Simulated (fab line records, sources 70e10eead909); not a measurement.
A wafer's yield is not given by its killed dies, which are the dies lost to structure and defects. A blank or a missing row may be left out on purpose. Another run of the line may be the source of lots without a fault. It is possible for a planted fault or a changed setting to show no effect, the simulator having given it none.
fab line records | flow nandHarc
record: lots: 13 | wafers: 37 | lastDay: 32
route steps=1302 shown A_CONTACT@999 END@1302
lots untouched by any fault: they come from a run of this same line in which no faults occurred
startH: start of the lot's first displayed wafer, in hours after the record's first day | waitH: hours from the lot's prior step to this one | " repeats the value in the row above | L1.1+2: several wafers, shown together as one row | - no value, or no start was given | * or withheld: withheld | < > ~ a bound
route shown NAME@n: names a module that has steps shown in the file, with the first one's number in the route | usual: mean/standard deviation of fault-free wafers | same: alike in all rows | chamber/n: place in a boat | sites: readings site by site | _std_site: standard deviation of those values | _edge_site: the outer-site mean with the inner-site mean subtracted | radiusMm: for every site, how far away it sits from the centre of the wafer | mask NAME#n: copy n | behind: tool/chamber where the wafer was last shaped | hold: the reason the lot was held/the length of the hold in hours/how it ended | device: whichever transistor did not switch (one of n, p or np) | end of line: tests of these same wafers at the route's end | step lacking rows: just its recipe | killed: dies that structure and defects cost at the first sort, which is not the same as the wafer's yield | map: a wafer's dies, marking killed ones x, the rest . and places with no die _
set.NAME: the run value of the setting; set.NAME@STEP: its run value at that earlier step | model.NAME: the simulator's own value behind a step, which no gauge read
route steps across a sampled set of lots; one table per step, one row per wafer
services: from which hour (startH, from the record's first day; less than 0 if before it) a tool's chamber was out of use, for how many hours, and why
== steps ==
step: NHARC_A_CONTACT_INSPECT_44
usual: rawDefectCount: 80/38
lot.wafer | tool             | chamber | startH | waitH | rawDefectCount
L877.1    | defectInspect-02 | -       | 494.47 | 0.0   | 21
L877.2    | "                | -       | "      | "     | 11
L877.6    | "                | -       | "      | "     | 21
L880.1    | defectInspect-01 | -       | 515.51 | 0.0   | 110
L880.5    | "                | -       | "      | "     | 114
L880.6    | "                | -       | "      | "     | 105
L881.5    | defectInspect-01 | -       | 523.94 | 0.1   | 68
L881.6    | "                | -       | "      | "     | 62
L882.5    | defectInspect-02 | -       | 531.21 | 0.0   | 126
L882.6    | "                | -       | "      | "     | 135
L883.1    | defectInspect-02 | -       | 550.38 | 0.0   | 54
L883.4    | "                | -       | "      | "     | 61
L883.6    | "                | -       | "      | "     | 68
L890.4    | defectInspect-01 | -       | 617.48 | 0.0   | 80
L890.5    | "                | -       | "      | "     | 90
L890.6    | "                | -       | "      | "     | 69
L892.3    | defectInspect-02 | -       | 630.02 | 0.0   | 65
L892.5    | "                | -       | "      | "     | 105
L892.6    | "                | -       | "      | "     | 94
L891.1    | defectInspect-01 | -       | 639.57 | 0.0   | 151
L891.3    | "                | -       | "      | "     | 140
L891.4    | "                | -       | "      | "     | 159
L894.1    | defectInspect-01 | -       | 651.99 | 0.0   | 73
L894.2    | "                | -       | "      | "     | 78
L894.5    | "                | -       | "      | "     | 88
L893.1    | defectInspect-02 | -       | 662.22 | 0.0   | 93
L893.3    | "                | -       | "      | "     | 108
L893.5    | "                | -       | "      | "     | 110
L895.1    | defectInspect-02 | -       | 672.95 | 0.0   | 61
L895.2    | "                | -       | "      | "     | 66
L895.4    | "                | -       | "      | "     | 67
L898.1    | defectInspect-02 | -       | 686.51 | 0.0   | 32
L898.2    | "                | -       | "      | "     | 35
L898.5    | "                | -       | "      | "     | 30
L896.1    | defectInspect-02 | -       | 692.73 | 0.0   | 73
L896.5    | "                | -       | "      | "     | 93
L896.6    | "                | -       | "      | "     | 61
step: NHARC_A_CONTACT_ETCH_49
recipe: targetDepthA: 2600 | overEtchFrac: 0.3 | timeS: 475.3 | ionEnergyEv: 200 | n2FlowSccm: 150 | h2FlowSccm: 150 | arFlowSccm: 0 | rfW: 400 | biasW: 150 | chemistry: N2/H2
usual: chamberPressureMTorr: 30.00/0.031 | drypumpMotorCurrentA: 5.9/0.34 | oesProductAu: 1.000/0.0077 | overEtchFrac: 0.3/0 | rfVppV: 430/3.1 | showerheadPlenumPTorr: 2.03/0.11 | throttleValvePct: 14.170/0.0097
lot.wafer | tool       | chamber | startH | waitH | chamberPressureMTorr | drypumpMotorCurrentA | oesProductAu | overEtchFrac | rfHoursCounterH | rfVppV | showerheadPlenumPTorr | throttleValvePct
L877.2    | rieDiel-03 | 2       | 494.78 | -     | 30.01                | 5.9                  | 0.986        | 0.3          | 5               | 427    | 1.90                  | 14.149
L877.1    | "          | 3       | "      | "     | 30.04                | 6.1                  | 0.982        | 0.3          | 5               | 432    | 2.15                  | 14.181
L877.6    | "          | 2       | "      | "     | 30.03                | 6.0                  | 0.986        | 0.3          | -               | 426    | 1.90                  | 14.180
L880.1    | rieDiel-03 | 0       | 515.86 | -     | 30.07                | 5.7                  | 1.002        | 0.3          | 10              | 427    | 1.91                  | 14.173
L880.5    | "          | 1       | "      | "     | 29.99                | 6.4                  | 1.003        | 0.3          | -               | 434    | 2.16                  | 14.159
L880.6    | "          | 2       | "      | "     | 29.95                | 6.0                  | 0.989        | 0.3          | -               | 426    | 1.90                  | 14.183
L881.6    | rieDiel-03 | 2       | 524.32 | -     | 30.02                | 6.0                  | 0.989        | 0.37394      | -               | 426    | 1.90                  | 14.166
L881.5    | "          | 3       | "      | "     | 30.01                | 6.1                  | 0.992        | 0.37394      | -               | 434    | 2.15                  | 14.161
L882.6    | rieDiel-03 | 0       | 531.58 | -     | 30.01                | 5.8                  | 0.996        | 0.37394      | -               | 426    | 1.91                  | 14.180
L882.5    | "          | 1       | "      | "     | 30.00                | 6.3                  | 0.993        | 0.37394      | -               | 433    | 2.16                  | 14.176
L883.1    | rieDiel-03 | 0       | 550.65 | -     | 29.99                | 5.7                  | 0.997        | 0.3          | 17              | 426    | 1.91                  | 14.159
L883.4    | "          | 1       | "      | "     | 29.99                | 6.4                  | 1.002        | 0.3          | 13              | 435    | 2.16                  | 14.170
L883.6    | "          | 3       | "      | "     | 29.99                | 6.2                  | 0.981        | 0.37394      | -               | 434    | 2.15                  | 14.173
L890.4    | rieDiel-03 | 0       | 617.75 | -     | 29.99                | 5.7                  | 1.002        | 0.3          | 29              | 427    | 1.90                  | 14.179
L890.5    | "          | 3       | "      | "     | 29.96                | 6.2                  | 1.007        | 0.3          | -               | 433    | 2.14                  | 14.189
L890.6    | "          | 0       | "      | "     | 30.02                | 5.7                  | 0.992        | 0.3          | -               | 427    | 1.90                  | 14.171
L892.3    | rieDiel-03 | 1       | 630.89 | -     | 29.98                | 6.4                  | 1.009        | 0.3          | 29              | 433    | 2.15                  | 14.175
L892.5    | "          | 3       | "      | "     | 30.01                | 6.2                  | 1.005        | 0.3          | -               | 433    | 2.14                  | 14.159
L892.6    | "          | 0       | "      | "     | 30.01                | 5.7                  | 1.000        | 0.3          | -               | 426    | 1.90                  | 14.165
L891.4    | rieDiel-01 | 1       | 639.84 | -     | 30.02                | 6.1                  | 1.000        | 0.3          | 24              | 432    | 2.15                  | 14.175
L891.1    | "          | 2       | "      | "     | 30.03                | 5.5                  | 1.004        | 0.3          | 25              | 429    | 2.03                  | 14.175
L891.3    | "          | 3       | "      | "     | 30.07                | 5.9                  | 1.016        | 0.3          | 28              | 431    | 2.05                  | 14.163
L894.2    | rieDiel-03 | 1       | 652.26 | -     | 29.96                | 6.3                  | 1.005        | 0.3          | 0               | 434    | 2.15                  | 14.162
L894.1    | "          | 2       | "      | "     | 30.04                | 6.0                  | 1.005        | 0.3          | 0               | 427    | 1.89                  | 14.173
L894.5    | "          | 1       | "      | "     | 30.01                | 6.3                  | 0.993        | 0.3          | -               | 432    | 2.15                  | 14.157
L893.3    | rieDiel-10 | 3       | 662.68 | -     | 30.07                | 5.9                  | 1.005        | 0.3          | 19              | 428    | 1.94                  | 14.170
L893.1    | "          | 0       | "      | "     | 29.98                | 5.0                  | 1.005        | 0.3          | 21              | 430    | 2.03                  | 14.152
L893.5    | "          | 1       | "      | "     | 30.01                | 6.4                  | 1.002        | 0.3          | -               | 431    | 2.06                  | 14.179
L895.2    | rieDiel-01 | 1       | 673.19 | -     | 30.03                | 6.1                  | 1.002        | 0.3          | 34              | 433    | 2.15                  | 14.168
L895.1    | "          | 3       | "      | "     | 30.01                | 5.9                  | 1.000        | 0.3          | 35              | 431    | 2.05                  | 14.173
L895.4    | "          | 0       | "      | "     | 29.99                | 5.5                  | 1.013        | 0.3          | 38              | 431    | 2.05                  | 14.182
L898.1    | rieDiel-03 | 2       | 686.84 | -     | 29.99                | 6.0                  | 1.006        | 0.3          | 5               | 425    | 1.89                  | 14.173
L898.2    | "          | 3       | "      | "     | 29.99                | 6.2                  | 1.008        | 0.3          | 5               | 434    | 2.14                  | 14.161
L898.5    | "          | 1       | "      | "     | 30.01                | 6.3                  | 0.985        | 0.3          | -               | 433    | 2.15                  | 14.188
L896.1    | rieDiel-03 | 0       | 693.09 | -     | 29.99                | 5.8                  | 0.993        | 0.3          | 8               | 426    | 1.90                  | 14.162
L896.6    | "          | 1       | "      | "     | 29.96                | 6.4                  | 1.000        | 0.3          | -               | 435    | 2.15                  | 14.169
L896.5    | "          | 0       | "      | "     | 30.02                | 5.7                  | 1.009        | 0.3          | -               | 427    | 1.90                  | 14.165
step: NHARC_A_CONTACT_ETCH_113
recipe: sourceW: withheld | pressureMtorr: 20 | biasV: 3000 | timeS: 190 | targetDepthA: 18500 | arFlowSccm: withheld | c4f8FlowSccm: withheld | o2FlowSccm: withheld | chemistry: C4F8/O2/Ar
usual: chamberPressureMTorr: 19.999/0.017
lot.wafer | tool          | chamber | startH | waitH | chamberPressureMTorr | rfHoursCounterH
L877.2    | harCapEtch-03 | 1       | 497.07 | 0.1   | 19.991               | 40
L877.1    | "             | 0       | "      | "     | 20.016               | 40
L877.6    | "             | 0       | "      | "     | 20.009               | -
L880.1    | harCapEtch-03 | 1       | 518.12 | 0.1   | 19.998               | 44
L880.5    | "             | 1       | "      | "     | 20.024               | -
L880.6    | "             | 0       | "      | "     | 19.976               | -
L881.6    | harCapEtch-02 | 0       | 526.29 | 0.1   | 20.012               | -
L881.5    | "             | 1       | "      | "     | 19.967               | -
L882.5    | harCapEtch-02 | 0       | 533.61 | 0.1   | 20.014               | -
L882.6    | "             | 1       | "      | "     | 19.999               | -
L883.1    | harCapEtch-02 | 1       | 552.63 | 0.1   | 19.987               | 95
L883.4    | "             | 1       | "      | "     | 20.026               | -
L883.6    | "             | 0       | "      | "     | 20.025               | -
L890.4    | harCapEtch-03 | 1       | 619.93 | 0.1   | 20.000               | -
L890.6    | "             | 1       | "      | "     | 19.987               | -
L890.5    | "             | 0       | "      | "     | 19.998               | -
L892.3    | harCapEtch-02 | 1       | 632.92 | 0.1   | 19.967               | -
L892.5    | "             | 0       | "      | "     | 19.996               | -
L892.6    | "             | 1       | "      | "     | 20.010               | -
L891.1    | harCapEtch-01 | 0       | 641.97 | 0.1   | 19.995               | 24
L891.3    | "             | 1       | "      | "     | 19.984               | -
L891.4    | "             | 0       | "      | "     | 20.021               | -
L894.2    | harCapEtch-03 | 0       | 654.26 | 0.1   | 20.011               | 67
L894.1    | "             | 1       | "      | "     | 19.983               | 67
L894.5    | "             | 0       | "      | "     | 20.002               | -
L893.1    | harCapEtch-02 | 0       | 665.05 | 0.1   | 19.982               | 114
L893.3    | "             | 0       | "      | "     | 19.985               | -
L893.5    | "             | 0       | "      | "     | 19.991               | -
L895.2    | harCapEtch-01 | 1       | 675.21 | 0.1   | 20.013               | 29
L895.1    | "             | 0       | "      | "     | 20.026               | 29
L895.4    | "             | 1       | "      | "     | 20.014               | -
L898.1    | harCapEtch-03 | 0       | 688.80 | 0.1   | 20.007               | 73
L898.2    | "             | 1       | "      | "     | 19.979               | 73
L898.5    | "             | 1       | "      | "     | 19.993               | -
L896.1    | harCapEtch-01 | 1       | 695.72 | 0.1   | 20.037               | 33
L896.6    | "             | 1       | "      | "     | 20.010               | -
L896.5    | "             | 0       | "      | "     | 19.995               | -
step: NHARC_A_CONTACT_ETCH_114
recipe: sourceW: withheld | pressureMtorr: 20 | biasV: 3000 | timeS: 190 | targetDepthA: 18500 | arFlowSccm: withheld | c4f8FlowSccm: withheld | o2FlowSccm: withheld | chemistry: C4F8/O2/Ar
usual: chamberPressureMTorr: 19.999/0.018
lot.wafer | tool          | chamber | startH | waitH | chamberPressureMTorr | rfHoursCounterH
L877.2    | harCapEtch-03 | 1       | 497.24 | 0.1   | 20.009               | 40
L877.1    | "             | 0       | "      | "     | 19.988               | 40
L877.6    | "             | 0       | "      | "     | 20.012               | -
L880.1    | harCapEtch-03 | 1       | 518.29 | 0.1   | 20.018               | 44
L880.5    | "             | 1       | "      | "     | 19.985               | -
L880.6    | "             | 0       | "      | "     | 20.004               | -
L881.6    | harCapEtch-02 | 0       | 526.46 | 0.1   | 19.987               | -
L881.5    | "             | 1       | "      | "     | 19.988               | -
L882.5    | harCapEtch-02 | 0       | 533.78 | 0.1   | 19.993               | -
L882.6    | "             | 1       | "      | "     | 20.013               | -
L883.1    | harCapEtch-02 | 1       | 552.80 | 0.1   | 19.991               | 95
L883.4    | "             | 1       | "      | "     | 19.981               | -
L883.6    | "             | 0       | "      | "     | 20.009               | -
L890.4    | harCapEtch-03 | 1       | 620.11 | 0.1   | 19.978               | -
L890.6    | "             | 1       | "      | "     | 20.016               | -
L890.5    | "             | 0       | "      | "     | 20.020               | -
L892.3    | harCapEtch-02 | 1       | 633.09 | 0.1   | 20.004               | -
L892.5    | "             | 0       | "      | "     | 19.995               | -
L892.6    | "             | 1       | "      | "     | 20.000               | -
L891.1    | harCapEtch-01 | 0       | 642.15 | 0.1   | 20.000               | 24
L891.3    | "             | 1       | "      | "     | 20.026               | -
L891.4    | "             | 0       | "      | "     | 19.986               | -
L894.2    | harCapEtch-03 | 0       | 654.43 | 0.1   | 20.023               | 67
L894.1    | "             | 1       | "      | "     | 19.990               | 67
L894.5    | "             | 0       | "      | "     | 20.024               | -
L893.1    | harCapEtch-02 | 0       | 665.22 | 0.1   | 19.997               | 114
L893.3    | "             | 0       | "      | "     | 20.004               | -
L893.5    | "             | 0       | "      | "     | 19.981               | -
L895.2    | harCapEtch-01 | 1       | 675.39 | 0.1   | 19.986               | 29
L895.1    | "             | 0       | "      | "     | 20.039               | 29
L895.4    | "             | 1       | "      | "     | 19.982               | -
L898.1    | harCapEtch-03 | 0       | 688.97 | 0.1   | 20.000               | 73
L898.2    | "             | 1       | "      | "     | 20.019               | 73
L898.5    | "             | 1       | "      | "     | 20.004               | -
L896.1    | harCapEtch-01 | 1       | 695.89 | 0.1   | 19.995               | 33
L896.6    | "             | 1       | "      | "     | 20.009               | -
L896.5    | "             | 0       | "      | "     | 20.002               | -
step: NHARC_END_SORT_01
recipe: tempC: 25
usual: killedAtArray: 46/15 | killedAtOther: 0.8/1.1 | killedAtPeriphery: 4.0/2.9 | killedDies: 50/15 | killedOpen: 3.2/1.8 | killedShort: 2.3/1.6
same: grossDies: 677
lot.wafer | tool      | chamber | startH | waitH | killedAtArray | killedAtOther | killedAtPeriphery | killedDies | killedOpen | killedShort
L881.5    | prober-01 | 0       | 596.33 | 3.7   | 37            | 3             | 3                 | 43         | 5          | 0
L881.6    | prober-01 | 0       | 597.14 | 4.1   | 36            | 2             | 5                 | 43         | 1          | 2
L892.3    | prober-02 | 0       | 707.89 | 3.1   | 36            | 0             | 2                 | 38         | 5          | 5
L892.5    | prober-02 | 0       | 709.48 | 3.7   | 55            | 1             | 0                 | 56         | 3          | 0
L892.6    | prober-02 | 0       | 710.28 | 4.0   | 59            | 1             | 4                 | 64         | 3          | 2
L891.1    | prober-01 | 0       | 713.36 | 2.5   | 68            | 0             | 3                 | 71         | 0          | 6
L891.3    | prober-01 | 0       | 714.98 | 3.1   | 86            | 1             | 0                 | 87         | 4          | 3
L891.4    | prober-01 | 0       | 715.79 | 3.4   | 81            | 0             | 5                 | 86         | 3          | 2
L894.1    | prober-02 | 0       | 721.20 | 2.5   | 40            | 0             | 8                 | 48         | 3          | 2
L894.2    | prober-02 | 0       | 722.00 | 2.8   | 43            | 2             | 4                 | 49         | 0          | 3
L894.5    | prober-02 | 0       | 724.42 | 3.7   | 52            | 0             | 4                 | 56         | 4          | 5
L893.1    | prober-01 | 0       | 741.19 | 2.5   | 59            | 0             | 3                 | 62         | 3          | 4
L893.3    | prober-01 | 0       | 742.81 | 3.1   | 60            | 0             | 1                 | 61         | 1          | 3
L893.5    | prober-01 | 0       | 744.42 | 3.7   | 63            | 1             | 4                 | 68         | 2          | 2
L895.1    | prober-02 | 0       | 764.98 | 2.5   | 44            | 0             | 2                 | 46         | 3          | 1
L895.2    | prober-02 | 0       | 765.78 | 2.8   | 47            | 1             | 3                 | 51         | 2          | 2
L895.4    | prober-02 | 0       | 767.37 | 3.4   | 45            | 0             | 2                 | 47         | 6          | 4
L896.1    | prober-01 | 0       | 769.75 | 2.5   | 56            | 1             | 2                 | 59         | 3          | 4
L896.5    | prober-01 | 0       | 772.99 | 3.7   | 62            | 1             | 4                 | 67         | 4          | 2
L896.6    | prober-01 | 0       | 773.80 | 4.1   | 43            | 0             | 4                 | 47         | 2          | 2
killed by level:class
L881.5 A_CHANNEL_HOLE_D2:chamberFilmFlake=18 A_CHANNEL_HOLE_D1:chamberFilmFlake=5 A_CHANNEL_FILL_D1:chamberFilmFlake=3 A_STAIRCASE:chamberFilmFlake=3 THIN_TSV:chamberFilmFlake=3 A_M0:geometricParticle:open=2 P_M2:geometricParticle:open=1 A_CHANNEL_FILL_D1:geometricParticle:open=1
L881.6 A_CHANNEL_HOLE_D2:chamberFilmFlake=23 A_CHANNEL_HOLE_D1:chamberFilmFlake=3 A_DECK1_JOINT:chamberFilmFlake=3 A_STAIRCASE:chamberFilmFlake=3 P_ZERO_WELL:chamberFilmFlake=2 THIN_TSV:chamberFilmFlake=2 P_ZERO_WELL:geometricParticle:open=1 A_CHANNEL_FILL_D2:geometricParticle:short=1
L892.3 A_SLIT:chamberFilmFlake=15 A_CHANNEL_HOLE_D2:chamberFilmFlake=6 A_CONTACT:chamberFilmFlake=3 A_M1:geometricParticle:short=2 A_CHANNEL_HOLE_D1:chamberFilmFlake=2 A_STAIRCASE:chamberFilmFlake=2 P_GATE:geometricParticle:open=1 P_M0:geometricParticle:open=1
L892.5 A_SLIT:chamberFilmFlake=25 A_CHANNEL_HOLE_D2:chamberFilmFlake=14 A_CONTACT:chamberFilmFlake=9 A_CHANNEL_HOLE_D1:chamberFilmFlake=4 A_WL_FILL:geometricParticle:open=1 A_BLC:geometricParticle:open=1 A_M1:geometricParticle:open=1 THIN_TSV:chamberFilmFlake=1
L892.6 A_SLIT:chamberFilmFlake=26 A_CHANNEL_HOLE_D2:chamberFilmFlake=12 A_CHANNEL_HOLE_D1:chamberFilmFlake=8 A_CONTACT:chamberFilmFlake=7 P_GATE:geometricParticle:open=1 P_M1:geometricParticle:short=1 A_CHANNEL_FILL_D2:geometricParticle:short=1 A_M0:geometricParticle:open=1
L891.1 A_CHANNEL_HOLE_D1:chamberFilmFlake=22 A_SLIT:chamberFilmFlake=19 A_CHANNEL_HOLE_D2:chamberFilmFlake=17 A_CONTACT:chamberFilmFlake=5 A_WL_FILL:geometricParticle:short=3 A_CHANNEL_FILL_D2:geometricParticle:short=2 P_GATE:chamberFilmFlake=2 P_CONTACT:geometricParticle:short=1
L891.3 A_CHANNEL_HOLE_D1:chamberFilmFlake=26 A_CHANNEL_HOLE_D2:chamberFilmFlake=26 A_SLIT:chamberFilmFlake=21 A_CONTACT:chamberFilmFlake=4 A_CHANNEL_FILL_D1:geometricParticle:short=1 A_CHANNEL_FILL_D1:geometricParticle:open=1 A_CHANNEL_FILL_D2:geometricParticle:open=1 A_WL_FILL:geometricParticle:open=1
L891.4 A_CHANNEL_HOLE_D1:chamberFilmFlake=24 A_CHANNEL_HOLE_D2:chamberFilmFlake=23 A_SLIT:chamberFilmFlake=23 A_DECK1_JOINT:chamberFilmFlake=2 A_CONTACT:chamberFilmFlake=2 A_STAIRCASE:chamberFilmFlake=2 P_GATE:geometricParticle:open=1 P_M2:geometricParticle:open=1
L894.1 A_SLIT:chamberFilmFlake=21 A_CHANNEL_HOLE_D1:chamberFilmFlake=9 P_M0:chamberFilmFlake=5 A_STAIRCASE:chamberFilmFlake=3 A_CONTACT:chamberFilmFlake=2 P_CONTACT:geometricParticle:open=1 P_M0:geometricParticle:open=1 A_WL_FILL:chamberFilmFlake=1
L894.2 A_SLIT:chamberFilmFlake=25 A_CHANNEL_HOLE_D1:chamberFilmFlake=8 A_WL_FILL:chamberFilmFlake=3 A_CONTACT:chamberFilmFlake=3 P_STI:chamberFilmFlake=2 THIN_TSV:chamberFilmFlake=2 P_M1:geometricParticle:short=1 A_ONON_D1:geometricParticle:short=1
L894.5 A_SLIT:chamberFilmFlake=27 A_CHANNEL_HOLE_D1:chamberFilmFlake=10 A_STAIRCASE:chamberFilmFlake=4 A_BLC:geometricParticle:short=2 P_M0:chamberFilmFlake=2 A_WL_FILL:chamberFilmFlake=2 A_CONTACT:chamberFilmFlake=2 P_CONTACT:geometricParticle:open=1
L893.1 A_CHANNEL_HOLE_D1:chamberFilmFlake=22 A_CHANNEL_HOLE_D2:chamberFilmFlake=18 A_STAIRCASE:chamberFilmFlake=4 A_CONTACT:chamberFilmFlake=3 P_GATE:chamberFilmFlake=2 A_CHANNEL_FILL_D2:chamberFilmFlake=2 A_WL_FILL:chamberFilmFlake=2 A_ONON_D1:geometricParticle:short=1
L893.3 A_CHANNEL_HOLE_D1:chamberFilmFlake=25 A_CHANNEL_HOLE_D2:chamberFilmFlake=17 A_CONTACT:chamberFilmFlake=5 A_SLIT:chamberFilmFlake=3 A_STAIRCASE:chamberFilmFlake=3 A_CHANNEL_FILL_D2:chamberFilmFlake=2 A_CHANNEL_HOLE_D2:geometricParticle:short=1 A_CHANNEL_FILL_D2:geometricParticle:short=1
L893.5 A_CHANNEL_HOLE_D1:chamberFilmFlake=26 A_CHANNEL_HOLE_D2:chamberFilmFlake=18 A_CONTACT:chamberFilmFlake=6 A_STAIRCASE:chamberFilmFlake=4 A_CHANNEL_FILL_D2:chamberFilmFlake=4 P_M0:chamberFilmFlake=3 A_CHANNEL_FILL_D2:geometricParticle:short=1 A_CHANNEL_FILL_D2:geometricParticle:open=1
L895.1 A_CHANNEL_HOLE_D2:chamberFilmFlake=19 A_CHANNEL_HOLE_D1:chamberFilmFlake=9 A_SLIT:chamberFilmFlake=8 A_STAIRCASE:chamberFilmFlake=2 A_CONTACT:chamberFilmFlake=2 P_CONTACT:geometricParticle:short=1 A_CHANNEL_HOLE_D1:geometricParticle:open=1 A_ONON_D2:geometricParticle:open=1
L895.2 A_CHANNEL_HOLE_D2:chamberFilmFlake=22 A_CHANNEL_HOLE_D1:chamberFilmFlake=8 A_CONTACT:chamberFilmFlake=5 A_SLIT:chamberFilmFlake=3 A_ZERO_WELL:chamberFilmFlake=2 A_CHANNEL_FILL_D1:chamberFilmFlake=2 P_M1:geometricParticle:open=1 A_SOURCE_PLATE:geometricParticle:short=1
L895.4 A_CHANNEL_HOLE_D2:chamberFilmFlake=17 A_CHANNEL_HOLE_D1:chamberFilmFlake=7 A_CONTACT:chamberFilmFlake=4 A_CHANNEL_FILL_D2:geometricParticle:open=3 A_SLIT:chamberFilmFlake=3 A_CHANNEL_FILL_D1:chamberFilmFlake=2 A_STAIRCASE:chamberFilmFlake=2 P_M0:geometricParticle:short=1
L896.1 A_CHANNEL_HOLE_D2:chamberFilmFlake=16 A_CONTACT:chamberFilmFlake=12 A_CHANNEL_HOLE_D1:chamberFilmFlake=10 A_STAIRCASE:chamberFilmFlake=6 A_WL_FILL:chamberFilmFlake=5 A_SLIT:chamberFilmFlake=2 P_M0:geometricParticle:open=1 A_ONON_D1:geometricParticle:short=1
L896.5 A_CHANNEL_HOLE_D2:chamberFilmFlake=19 A_CONTACT:chamberFilmFlake=11 A_STAIRCASE:chamberFilmFlake=10 A_SLIT:chamberFilmFlake=7 A_WL_FILL:chamberFilmFlake=6 A_CHANNEL_HOLE_D1:chamberFilmFlake=5 P_STI:chamberFilmFlake=2 P_CONTACT:geometricParticle:open=1
L896.6 A_CHANNEL_HOLE_D2:chamberFilmFlake=21 A_CONTACT:chamberFilmFlake=8 A_SLIT:chamberFilmFlake=6 A_STAIRCASE:chamberFilmFlake=3 A_CHANNEL_HOLE_D1:chamberFilmFlake=2 P_GATE:geometricParticle:open=1 P_M0:geometricParticle:short=1 A_CHANNEL_FILL_D2:geometricParticle:short=1
== services ==
tool          | chamber | startH | hours | kind
rieDiel-03    | 0       | 491.86 | -     | clean
rieDiel-03    | 1       | 491.86 | -     | clean
rieDiel-03    | 2       | 491.86 | -     | clean
rieDiel-03    | 3       | 491.86 | -     | clean
rieDiel-03    | 1       | 493.69 | 3.4   | repair
harCapEtch-02 | -       | 496.86 | 0.3   | repair
harCapEtch-01 | -       | 497.00 | 17.0  | pm
rieDiel-03    | 0       | 516.46 | -     | clean
rieDiel-03    | 1       | 516.46 | -     | clean
rieDiel-03    | 2       | 516.46 | -     | clean
rieDiel-03    | 3       | 516.46 | -     | clean
rieDiel-03    | 0       | 540.96 | -     | clean
rieDiel-03    | 1       | 540.96 | -     | clean
rieDiel-03    | 2       | 540.96 | -     | clean
rieDiel-03    | 3       | 540.96 | -     | clean
rieDiel-01    | -       | 558.64 | 9.0   | pm
rieDiel-03    | 0       | 565.46 | -     | clean
rieDiel-03    | 1       | 565.46 | -     | clean
rieDiel-10    | -       | 596.66 | 9.0   | pm
rieDiel-03    | -       | 598.97 | 1.0   | repair
rieDiel-03    | -       | 635.36 | 9.0   | pm
rieDiel-03    | -       | 654.68 | 0.5   | repair
rieDiel-10    | 2       | 656.88 | 17.1  | repair
rieDiel-01    | 3       | 663.68 | 8.8   | repair
== key ==
firstSign: step: NHARC_A_CONTACT_ETCH_49 | reading: overEtchFrac | direction: up | sigmas: 99+ | usual: 0.3 | struck: 0.37394
effect none on later readings
metAt NHARC_A_CONTACT_ETCH_49
struckLots L881,L882,L883
struckWafers L881.5,L881.6,L882.5,L882.6,L883.6
testerLeftOut L881,L882,L883
notActingAt NHARC_A_CONTACT_INSPECT_44,NHARC_A_CONTACT_ETCH_113,NHARC_A_CONTACT_ETCH_114
onsetBetween 515.86 524.32
fault: kind: processParameterDrift | tool: rieDiel-03 | chamber: - | onsetH: 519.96 | steps: NHARC_A_CONTACT_ETCH_49 | channel: overEtchFrac | offset: 0.073936 | shape: step | endH: 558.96 | scope: struckWafersOnly | actsIn: theseRecipesOnly | stated: 0.3
testerLeftOut: of these lots the tester's yield and bins aren't shown, on N5 and GAA mostly nor the transistor test; their killed dies are dies lost to structure and defects alone, not to doping, threshold or leakage, so they don't give the yield
